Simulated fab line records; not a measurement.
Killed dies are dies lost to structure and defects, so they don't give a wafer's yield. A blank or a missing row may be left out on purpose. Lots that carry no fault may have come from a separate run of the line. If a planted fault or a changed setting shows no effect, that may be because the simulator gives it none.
fab line records	flow n5_finfet
record lots=7	wafers=21
route steps=1938 shown ILD0@342 SDB@347 HKMG_FIN@401 MOL_CONTACT_COAG@519
start_h: hours from the record's first day to the start of the lot's first wafer shown	wait_h: hours elapsed since this lot's preceding step	" as in the row above	L1.1+2: several wafers, shown together as one row	- no value, or no start was given	* or withheld: withheld	< > ~ a bound
route shown NAME@n: a module of which the file shows steps, and the number in the route of the first	usual: mean/standard deviation taken from wafers without a fault	same: alike in all rows	chamber/n: place in a boat	sites: the reading at each site	_std_site: the values' standard deviation	_edge_site: the outer-site mean with the inner-site mean subtracted	radius_mm: how far each site lies from the wafer's centre	mask NAME#n: copy n	behind: tool/chamber where the wafer was last shaped	hold: why the lot went on hold/how many hours it stayed there/how the hold came to an end	device: which transistor (n, p or np) failed to switch	end of line: tests run on the same wafers once the route is complete	a step without rows: its recipe alone	killed: at the first sort, the dies lost to defects and structure; wafer yield is something else	map: shows each die of a wafer: x if killed, . if not, _ if none is there
set.NAME: the setting the step ran with; set.NAME@STEP: the setting that earlier step ran with	model.NAME: the simulator's own value behind a step, which no gauge read
lots whose settings were changed on purpose; a table a step, a row a wafer
## steps
# step N5_ILD0_PRECLEAN_10
# recipe chemistry=NF3:NH3	afs_cycles=5	time_s=20	temp_c=30	sublimation_temp_c=180	sublimation_time_s=60	pressure_torr=3	rf_power_w=30
lot.wafer	tool	chamber	start_h	wait_h	set.time_s	model.SiO2_flowable_of_ILD0_FCVD_FILL_01.thk_nm
L080.1	remote_plasma-01	0	97.86	0.0	23.74	117.6
L080.4	"	0	"	"	23.74	118.4
L080.5	"	0	"	"	20	121.2
L083.3	remote_plasma-02	1	116.77	0.3	17.07	121.2
L083.4+6	"	1	"	"	20	117.6
L087.2	remote_plasma-01	0	146.85	0.1	20	118.6
L087.3+5	"	0	"	"	20	120
L091.2	remote_plasma-02	0	164.88	0.1	20	120.4
L091.5	"	0	"	"	21.69	119.2
L091.6	"	0	"	"	20	119.2
L095.3	remote_plasma-01	1	188.93	0.3	20	120.6
L095.4	"	1	"	"	18.1	121.2
L095.5	"	1	"	"	18.1	121.8
L096.1	remote_plasma-01	0	197.75	0.0	16.23	123.4
L096.3	"	0	"	"	20	120
L096.6	"	0	"	"	20	121.2
L097.4	remote_plasma-02	1	203.58	0.4	20	120.4
L097.5	"	1	"	"	23.03	117.8
L097.6	"	1	"	"	20	120.8
# step N5_SDB_HM_DEP_00
# recipe material=SiNx	target_thk_a=400	temp_c=400	precursor=SiH4/NH3/N2	pressure_torr=1.5	rf_w=300	time_s=35.3
lot.wafer	tool	chamber	start_h	wait_h	set.time_s	model.SiNx_of_SDB_HM_DEP_00.thk_nm
L080.1	pecvd-04	0	101.71	0.0	35.3	38.8
L080.4	"	2	"	"	39.94	45
L080.5	"	1	"	"	39.94	45.2
L083.3	pecvd-03	2	119.94	0.0	31.63	36.2
L083.4	"	2	"	"	35.3	40.6
L083.6	"	1	"	"	31.63	36
L087.2	pecvd-04	2	149.97	0.0	35.3	40.4
L087.3	"	0	"	"	35.3	39.4
L087.5	"	2	"	"	35.3	40.6
L091.2	pecvd-02	1	168.03	0.0	35.3	40.4
L091.5	"	1	"	"	35.3	41
L091.6	"	0	"	"	35.3	41.4
L095.3	pecvd-04	0	192.24	0.0	35.3	39.8
L095.4	"	0	"	"	32.67	37.8
L095.5	"	1	"	"	35.3	40.8
L096.1	pecvd-03	1	201.20	0.0	31.44	35.6
L096.3	"	0	"	"	35.3	40
L096.6	"	1	"	"	31.44	35.8
L097.4	pecvd-03	2	206.52	0.1	35.3	40.6
L097.5	"	0	"	"	33.5	38.2
L097.6	"	1	"	"	33.5	38
# step N5_SDB_COAT_03
# recipe resist=SOC	temp_c=250	time_s=60	spin_rpm=1500	resist_thk_nm=100
# step N5_SDB_COAT_04
# recipe resist=SiARC	temp_c=220	time_s=60	spin_rpm=1500	resist_thk_nm=18
# step N5_SDB_STRIP_19
# recipe chemistry=N2/H2	temp_c=40	n2_flow_sccm=200	h2_flow_sccm=200	rf_frequency_hz=6e+07
# step N5_SDB_STRIP_21
# recipe chemistry=CF4	resist=SiARC	power_w=300	bias_power_w=75	pressure_mtorr=50	cf4_flow_sccm=150	rf_frequency_hz=6e+07
# step N5_SDB_HM_OPEN_20
# recipe chemistry=CH3F/O2	target=SiNx	mask_material=SOC	target_depth_a=240	stop_on=poly-Si	over_etch_frac=0.4	ion_energy_ev=120	pressure_mtorr=30	source_w=395	bias_w=73	Ar_flow_sccm=150	CH3F_flow_sccm=30	O2_flow_sccm=20
lot.wafer	tool	chamber	start_h	wait_h	set.time_s@SDB_HM_DEP_00	model.etch.depth_nm
L080.1	rie_diel-04	3	102.48	0.0	35.3	22.86
L080.4	"	1	"	"	39.94	28.98
L080.5	"	3	"	"	39.94	29.19
L083.3	rie_diel-04	3	120.87	0.0	31.63	20.26
L083.4	"	2	"	"	35.3	24.67
L083.6	"	3	"	"	31.63	19.9
L087.2	rie_diel-05	0	150.74	0.0	35.3	24.35
L087.3	"	3	"	"	35.3	23.47
L087.5	"	1	"	"	35.3	24.62
L091.2	rie_diel-06	2	168.67	0.0	35.3	24.37
L091.5	"	1	"	"	35.3	24.95
L091.6	"	0	"	"	35.3	25.32
L095.3	rie_diel-04	1	193.44	0.0	35.3	23.78
L095.4	"	0	"	"	32.67	21.75
L095.5	"	1	"	"	35.3	24.86
L096.1	rie_diel-06	3	202.18	0.0	31.44	19.67
L096.3	"	0	"	"	35.3	24
L096.6	"	1	"	"	31.44	19.78
L097.4	rie_diel-06	2	207.26	0.0	35.3	24.61
L097.5	"	0	"	"	33.5	22.21
L097.6	"	3	"	"	33.5	22.05
# step N5_SDB_STRIP_22
# recipe chemistry=N2/H2	power_w=1000	temp_c=250	h2_frac=0.65	overash_fraction=0.3	pressure_mtorr=withheld	n2_flow_sccm=1750	h2_flow_sccm=3250
# step N5_SDB_PRECLEAN_23
# recipe chemistry=dHF	time_s=30	temp_c=25	dilution=withheld
lot.wafer	tool	chamber	start_h	wait_h	set.time_s@SDB_HM_DEP_00	model.SiNx_of_SDB_HM_DEP_00.thk_nm
L080.1	wet_bench-02	6	102.71	0.1	35.3	37.8
L080.4	"	3	"	"	39.94	44
L080.5	"	5	"	"	39.94	44.2
L083.3	wet_bench-02	7	121.10	0.1	31.63	35.2
L083.4	"	6	"	"	35.3	39.8
L083.6	"	4	"	"	31.63	35
L087.2	wet_bench-01	3	150.97	0.1	35.3	39.4
L087.3	"	4	"	"	35.3	38.4
L087.5	"	2	"	"	35.3	39.6
L091.2	wet_bench-03	1	168.90	0.1	35.3	39.4
L091.5	"	6	"	"	35.3	40
L091.6	"	2	"	"	35.3	40.4
L095.3	wet_bench-03	0	193.67	0.1	35.3	38.8
L095.4	"	1	"	"	32.67	36.8
L095.5	"	2	"	"	35.3	39.8
L096.1	wet_bench-03	5	202.40	0.1	31.44	34.6
L096.3	"	6	"	"	35.3	39
L096.6	"	7	"	"	31.44	34.8
L097.4	wet_bench-03	1	207.49	0.1	35.3	39.6
L097.5	"	4	"	"	33.5	37.2
L097.6	"	2	"	"	33.5	37
# step N5_SDB_DUMMY_REMOVE_24
# recipe chemistry=TMAH	temp_c=70	target=poly-Si	stop_on=SiO2	target_depth_nm=142	conc_wt_pct=5	time_s=57	dry=ipa_marangoni	rinse_time_s=30	rinse_temp_c=23
# step N5_SDB_ETCH_25
# recipe chemistry=C4F6/O2	target=SiO2	target_depth_a=100	time_s=3.3	ion_energy_ev=250	mask_material=SiNx	pressure_mtorr=30	source_w=345	bias_w=185	Ar_flow_sccm=300	C4F6_flow_sccm=10	O2_flow_sccm=10
# step N5_SDB_CUT_ETCH_26
# recipe chemistry=HBr/Cl2/O2	target=Si	target_depth_a=1296	bt_time_s=20	mask_material=SiNx	time_s=51.8	ion_energy_ev=*	bias_w=*	pressure_mtorr=10	icp_w=800	HBr_flow_sccm=150	Cl2_flow_sccm=80	O2_flow_sccm=12
lot.wafer	tool	chamber	start_h	wait_h	set.time_s@SDB_HM_DEP_00	model.SiNx_of_SDB_HM_DEP_00.thk_nm
L080.1	rie_si-03	1	102.87	0.1	35.3	20.6
L080.4	"	0	"	"	39.94	26.6
L080.5	"	2	"	"	39.94	27.8
L083.3+6	rie_si-01	1,2	121.54	0.1	31.63	18.4
L083.4	"	2	"	"	35.3	23.4
L087.2	rie_si-06	3	151.13	0.1	35.3	22.6
L087.3	"	2	"	"	35.3	21.6
L087.5	"	1	"	"	35.3	23.2
L091.2	rie_si-01	1	169.21	0.1	35.3	22.4
L091.5	"	3	"	"	35.3	22.2
L091.6	"	0	"	"	35.3	23
L095.3	rie_si-06	2	193.82	0.1	35.3	21.8
L095.4	"	2	"	"	32.67	19.8
L095.5	"	3	"	"	35.3	23
L096.1	rie_si-01	2	203.25	0.1	31.44	18.4
L096.3	"	3	"	"	35.3	21.6
L096.6	"	2	"	"	31.44	18.6
L097.4	rie_si-03	3	207.68	0.1	35.3	23
L097.5	"	1	"	"	33.5	20.2
L097.6	"	2	"	"	33.5	20.8
# step N5_HKMG_FIN_DESCUM_53
# recipe chemistry=O2	time_s=7.9	source_power_w=50	bias_power_w=20	pressure_mtorr=20	rf_frequency_hz=2.712e+07	temp_c=40	resist=CAR-ArF	o2_flow_sccm=225
lot.wafer	tool	chamber	start_h	wait_h	set.time_s	model.CAR-ArF_of_HKMG_FIN_COAT_43.thk_nm
L080.1	rie_diel-04	2	108.15	0.0	9.121	82.8
L080.4	"	3	"	"	7.9	83.4
L080.5	"	0	"	"	9.121	82.6
L083.3	rie_diel-04	2	126.30	0.0	7.9	82.8
L083.4	"	3	"	"	9.437	81.8
L083.6	"	3	"	"	9.437	82
L087.2+3	rie_diel-06	0,1	156.15	0.0	7.9	83.2
L087.5	"	1	"	"	7.9	83
L091.2	rie_diel-05	2	174.15	0.1	8.527	83.4
L091.5	"	2	"	"	7.9	83.6
L091.6	"	1	"	"	7.9	83.8
L095.3+4	rie_diel-05	1,3	198.92	0.3	7.9	83.8
L095.5	"	3	"	"	9.438	82.8
L096.1	rie_diel-05	1	208.05	0.1	7.9	83.6
L096.3	"	0	"	"	7.9	83.4
L096.6	"	3	"	"	7.9	83.2
L097.4	rie_diel-06	3	212.58	0.0	9.509	82
L097.5	"	3	"	"	7.9	83
L097.6	"	0	"	"	9.509	82.2
# step N5_HKMG_FIN_ETCH_54
# recipe chemistry=CF4	target=SiARC	target_depth_a=455	mask_material=CAR-ArF	time_s=75.8	ion_energy_ev=80	pressure_mtorr=40	source_w=545	bias_w=36	Ar_flow_sccm=100	cf4_flow_sccm=100	ends=cleared
lot.wafer	tool	chamber	start_h	wait_h	set.time_s@HKMG_FIN_DESCUM_53	model.CAR-ArF_of_HKMG_FIN_COAT_43.thk_nm
L080.1+5	rie_diel-04	2,0	108.19	0.0	9.121	50
L080.4	"	3	"	"	7.9	50.8
L083.3	rie_diel-04	2	126.33	0.0	7.9	50.2
L083.4	"	3	"	"	9.437	49.2
L083.6	"	3	"	"	9.437	49.4
L087.2+3	rie_diel-06	0,1	156.19	0.0	7.9	50.8
L087.5	"	1	"	"	7.9	50.2
L091.2	rie_diel-05	2	174.19	0.0	8.527	50.8
L091.5+6	"	2,1	"	"	7.9	51
L095.3+4	rie_diel-05	1,3	198.96	0.0	7.9	51.2
L095.5	"	3	"	"	9.438	50.4
L096.1	rie_diel-05	1	208.09	0.0	7.9	51.2
L096.3	"	0	"	"	7.9	51
L096.6	"	3	"	"	7.9	50.8
L097.4	rie_diel-06	3	212.61	0.0	9.509	49.4
L097.5	"	3	"	"	7.9	50.4
L097.6	"	0	"	"	9.509	49.6
# step N5_HKMG_FIN_ETCH_55
# recipe chemistry=N2/H2	target=SOC	target_depth_a=2400	temp_c=40	time_s=300	ion_energy_ev=200	mask_material=SiARC	pressure_mtorr=30	source_w=840	bias_w=150	n2_flow_sccm=200	h2_flow_sccm=200
lot.wafer	tool	chamber	start_h	wait_h	set.time_s	model.HKMG_FIN.feature_depth_nm	model.etch.depth_nm
L080.1	rie_diel-04	2	108.24	0.0	363.9	300.8	300.7
L080.4	"	3	"	"	363.9	301	301.1
L080.5	"	0	"	"	363.9	281.8	281.8
L083.3	rie_diel-04	2	126.39	0.0	241.9	198.2	198.1
L083.4	"	3	"	"	241.9	198.6	198.5
L083.6	"	3	"	"	300	247.6	247.6
L087.2	rie_diel-06	0	156.25	0.0	300	235.8	235.8
L087.3	"	1	"	"	300	243.6	243.6
L087.5	"	1	"	"	300	243.4	243.4
L091.2	rie_diel-05	2	174.24	0.0	261.5	200.2	200.2
L091.5	"	2	"	"	261.5	199.4	199.4
L091.6	"	1	"	"	300	234	234
L095.3	rie_diel-05	1	199.01	0.0	300	236.6	236.6
L095.4	"	3	"	"	300	228.6	228.6
L095.5	"	3	"	"	300	225.6	225.6
L096.1	rie_diel-05	1	208.14	0.0	300	234	234.1
L096.3	"	0	"	"	300	246.4	246.3
L096.6	"	3	"	"	300	226	226.1
L097.4	rie_diel-06	3	212.67	0.0	300	250.8	250.9
L097.5	"	3	"	"	300	251.8	251.9
L097.6	"	0	"	"	300	237	237
# step N5_MOL_CONTACT_COAG_COAT_58
# recipe resist=underlayer	temp_c=205	time_s=60	spin_rpm=1500	resist_thk_nm=10
lot.wafer	tool	chamber	start_h	wait_h	set.spin_rpm
L080.1+4+5	litho_track-01	0	-	-	1500
L083.3+4+6	litho_track-04	0	-	-	1500
L087.2+3+5	litho_track-04	0	-	-	1500
L091.2+5	litho_track-01	0	-	-	1567
L091.6	"	0	"	"	1500
L095.3+4+5	litho_track-04	0	-	-	1500
L096.1+3+6	litho_track-01	0	-	-	1500
L097.4+6	litho_track-05	0	-	-	1562
L097.5	"	0	"	"	1500
# step N5_MOL_CONTACT_COAG_COAT_02
# recipe resist=CAR-EUV	spin_rpm=1500	resist_thk_nm=30
# step N5_MOL_CONTACT_COAG_EBR_04
# recipe solvent=PGMEA	ebr_width_mm=1.5
# step N5_MOL_CONTACT_COAG_DESCUM_13
# recipe chemistry=O2	time_s=7	source_power_w=50	bias_power_w=20	pressure_mtorr=20	rf_frequency_hz=2.712e+07	temp_c=40	resist=CAR-EUV	o2_flow_sccm=225
# step N5_MOL_CONTACT_COAG_ETCH_59
# recipe chemistry=N2/H2	target=underlayer	target_depth_a=130	mask_material=CAR-EUV	time_s=10.4	ion_energy_ev=200	pressure_mtorr=30	source_w=840	bias_w=150	n2_flow_sccm=200	h2_flow_sccm=200	ends=cleared
lot.wafer	tool	chamber	start_h	wait_h	set.spin_rpm@MOL_CONTACT_COAG_COAT_58	model.etch.depth_nm
L080.1	rie_diel-05	1	124.04	0.0	1500	10
L080.4	"	2	"	"	1500	10.03
L080.5	"	1	"	"	1500	10.01
L083.3	rie_diel-04	3	142.17	0.0	1500	10.02
L083.4	"	1	"	"	1500	10
L083.6	"	2	"	"	1500	10.01
L087.2	rie_diel-06	1	171.85	0.0	1500	10.01
L087.3	"	0	"	"	1500	10
L087.5	"	1	"	"	1500	9.962
L091.2	rie_diel-06	0	192.43	0.0	1567	9.798
L091.5	"	2	"	"	1567	9.8
L091.6	"	1	"	"	1500	10.03
L095.3	rie_diel-06	0	215.40	0.0	1500	9.975
L095.4	"	1	"	"	1500	9.993
L095.5	"	3	"	"	1500	9.99
L096.1	rie_diel-05	2	227.28	0.0	1500	9.98
L096.3	"	0	"	"	1500	10.01
L096.6	"	2	"	"	1500	9.984
L097.4	rie_diel-06	1	228.87	0.0	1562	9.855
L097.5	"	0	"	"	1500	10.05
L097.6	"	3	"	"	1562	9.849
# step N5_MOL_CONTACT_COAG_COAT_63
# recipe resist=SiARC	temp_c=220	time_s=60	spin_rpm=1500	resist_thk_nm=10
lot.wafer	tool	chamber	start_h	wait_h	set.spin_rpm	model.SiARC_of_MOL_CONTACT_COAG_COAT_63.thk_nm
L080.1+4	litho_track-05	0	-	-	1500	10
L080.5	"	0	"	"	1407	10.4
L083.3	litho_track-01	0	-	-	1500	10
L083.4+6	"	0	"	"	1550	9.8
L087.2+3+5	litho_track-01	0	-	-	1500	10
L091.2	litho_track-01	0	-	-	1358	10.6
L091.5+6	"	0	"	"	1500	10
L095.3+4	litho_track-01	0	-	-	1500	10
L095.5	"	0	"	"	1428	10.2
L096.1+3	litho_track-04	0	-	-	1408	10.4
L096.6	"	0	"	"	1500	10
L097.4+5+6	litho_track-05	0	-	-	1603	9.6
# step N5_MOL_CONTACT_COAG_COAT_64
# recipe resist=underlayer	temp_c=205	time_s=60	spin_rpm=1500	resist_thk_nm=10
lot.wafer	tool	chamber	start_h	wait_h	set.temp_c
L080.1+4+5	litho_track-05	0	-	-	205
L083.3+4+6	litho_track-01	0	-	-	205
L087.2+3+5	litho_track-01	0	-	-	205
L091.2+5+6	litho_track-01	0	-	-	205
L095.3+4+5	litho_track-01	0	-	-	209.2
L096.1+3+6	litho_track-04	0	-	-	205
L097.4	litho_track-05	0	-	-	205
L097.5+6	"	0	"	"	208.9
# step N5_MOL_CONTACT_COAG_COAT_34
# recipe resist=CAR-EUV	spin_rpm=1500	resist_thk_nm=40
# step N5_MOL_CONTACT_COAG_EBR_36
# recipe solvent=PGMEA	ebr_width_mm=1.5
# step N5_MOL_CONTACT_COAG_DESCUM_45
# recipe chemistry=O2	time_s=7	source_power_w=50	bias_power_w=20	pressure_mtorr=20	rf_frequency_hz=2.712e+07	temp_c=40	resist=CAR-EUV	o2_flow_sccm=225
# step N5_MOL_CONTACT_COAG_ETCH_65
# recipe chemistry=N2/H2	target=underlayer	target_depth_a=130	mask_material=CAR-EUV	time_s=10.4	ion_energy_ev=200	pressure_mtorr=30	source_w=840	bias_w=150	n2_flow_sccm=200	h2_flow_sccm=200	ends=cleared
# step N5_MOL_CONTACT_COAG_ETCH_66
# recipe chemistry=CF4	target=SiARC	target_depth_a=130	mask_material=CAR-EUV	time_s=21.7	ion_energy_ev=80	pressure_mtorr=40	source_w=545	bias_w=36	Ar_flow_sccm=100	cf4_flow_sccm=100	ends=cleared
lot.wafer	tool	chamber	start_h	wait_h	set.spin_rpm@MOL_CONTACT_COAG_COAT_63	model.CAR-EUV_of_MOL_CONTACT_COAG_COAT_34.thk_nm	model.etch.depth_nm
L080.1	rie_diel-06	0	135.92	0.0	1500	16.8	9.969
L080.4	"	2	"	"	1500	16.8	10
L080.5	"	0	"	"	1407	16.4	10.32
L083.3	rie_diel-04	3	152.58	0.0	1500	17	10.03
L083.4	"	1	"	"	1550	17.2	9.879
L083.6	"	1	"	"	1550	17.2	9.848
L087.2	rie_diel-06	0	186.70	0.0	1500	17	10.03
L087.3	"	1	"	"	1500	16.8	9.998
L087.5	"	3	"	"	1500	17.2	10.01
L091.2	rie_diel-05	2	204.87	0.0	1358	16.4	10.52
L091.5	"	2	"	"	1500	17	10.01
L091.6	"	1	"	"	1500	17	10.02
L095.3	rie_diel-06	1	228.10	0.0	1500	16.8	10.01
L095.4	"	0	"	"	1500	16.8	9.971
L095.5	"	2	"	"	1428	16.6	10.25
L096.1	rie_diel-06	0	237.95	0.0	1408	16.8	10.34
L096.3	"	3	"	"	1408	16.8	10.31
L096.6	"	3	"	"	1500	17.2	10.02
L097.4	rie_diel-06	2	239.63	0.0	1603	17.2	9.656
L097.5	"	1	"	"	1603	17.2	9.633
L097.6	"	0	"	"	1603	17	9.648
# step N5_MOL_CONTACT_COAG_CVD_140
# recipe material=W	target_thk_a=665	mode=selective_fill	temp_c=300	time_s=215
lot.wafer	tool	chamber	start_h	wait_h	set.target_thk_a	model.W_of_MOL_CONTACT_COAG_CVD_140.thk_nm
L080.1	cvd_w-02	1	136.82	0.1	665	66
L080.4	"	1	"	"	665	66.8
L080.5	"	0	"	"	665	66.4
L083.3+6	cvd_w-02	1,0	153.77	0.1	665	67.4
L083.4	"	0	"	"	703	70.8
L087.2	cvd_w-02	1	188.55	0.1	665	67.6
L087.3	"	1	"	"	665	67.4
L087.5	"	0	"	"	665	66.8
L091.2	cvd_w-01	1	205.83	0.1	693	70.2
L091.5	"	1	"	"	665	66.6
L091.6	"	0	"	"	665	66.2
L095.3	cvd_w-01	0	229.09	0.1	665	66
L095.4	"	1	"	"	665	66.2
L095.5	"	0	"	"	665	66.4
L096.1	cvd_w-01	1	238.84	0.1	597	59.6
L096.3	"	0	"	"	597	59
L096.6	"	0	"	"	597	58.8
L097.4	cvd_w-01	1	240.72	0.1	695.9	70.2
L097.5	"	1	"	"	665	66
L097.6	"	0	"	"	695.9	69.2
## key
split step=N5_ILD0_PRECLEAN_10	setting=time_s	stated=20	by=wafer
response step=N5_ILD0_PRECLEAN_10	reading=model.SiO2_flowable_of_ILD0_FCVD_FILL_01.thk_nm	change=-0.169	per=1%	r=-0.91
split step=N5_SDB_HM_DEP_00	setting=time_s	stated=35.3	by=wafer
response step=N5_SDB_HM_DEP_00	reading=model.SiNx_of_SDB_HM_DEP_00.thk_nm	change=+0.432	per=1%	r=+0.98
response step=N5_SDB_HM_OPEN_20	reading=model.etch.depth_nm	change=+0.432	per=1%	r=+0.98
response step=N5_SDB_PRECLEAN_23	reading=model.SiNx_of_SDB_HM_DEP_00.thk_nm	change=+0.436	per=1%	r=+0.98
response step=N5_SDB_CUT_ETCH_26	reading=model.SiNx_of_SDB_HM_DEP_00.thk_nm	change=+0.425	per=1%	r=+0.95
split step=N5_HKMG_FIN_DESCUM_53	setting=time_s	stated=7.9	by=wafer
response step=N5_HKMG_FIN_DESCUM_53	reading=model.CAR-ArF_of_HKMG_FIN_COAT_43.thk_nm	change=-0.0465	per=1%	r=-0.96
response step=N5_HKMG_FIN_ETCH_54	reading=model.CAR-ArF_of_HKMG_FIN_COAT_43.thk_nm	change=-0.0443	per=1%	r=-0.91
split step=N5_HKMG_FIN_ETCH_55	setting=time_s	stated=300	by=wafer
response step=N5_HKMG_FIN_ETCH_55	reading=model.HKMG_FIN.feature_depth_nm	change=+2.58	per=1%	r=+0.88
response step=N5_HKMG_FIN_ETCH_55	reading=model.etch.depth_nm	change=+2.58	per=1%	r=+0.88
split step=N5_MOL_CONTACT_COAG_COAT_58	setting=spin_rpm	stated=1500	by=wafer
response step=N5_MOL_CONTACT_COAG_ETCH_59	reading=model.etch.depth_nm	change=-0.0494	per=1%	r=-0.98
split step=N5_MOL_CONTACT_COAG_COAT_63	setting=spin_rpm	stated=1500	by=wafer
response step=N5_MOL_CONTACT_COAG_COAT_63	reading=model.SiARC_of_MOL_CONTACT_COAG_COAT_63.thk_nm	change=-0.0613	per=1%	r=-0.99
response step=N5_MOL_CONTACT_COAG_ETCH_66	reading=model.CAR-EUV_of_MOL_CONTACT_COAG_COAT_34.thk_nm	change=+0.0613	per=1%	r=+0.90
response step=N5_MOL_CONTACT_COAG_ETCH_66	reading=model.etch.depth_nm	change=-0.0526	per=1%	r=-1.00
split step=N5_MOL_CONTACT_COAG_COAT_64	setting=temp_c	stated=205	by=wafer
response none clear
split step=N5_MOL_CONTACT_COAG_CVD_140	setting=target_thk_a	stated=665	by=wafer
response step=N5_MOL_CONTACT_COAG_CVD_140	reading=model.W_of_MOL_CONTACT_COAG_CVD_140.thk_nm	change=+0.731	per=1%	r=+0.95
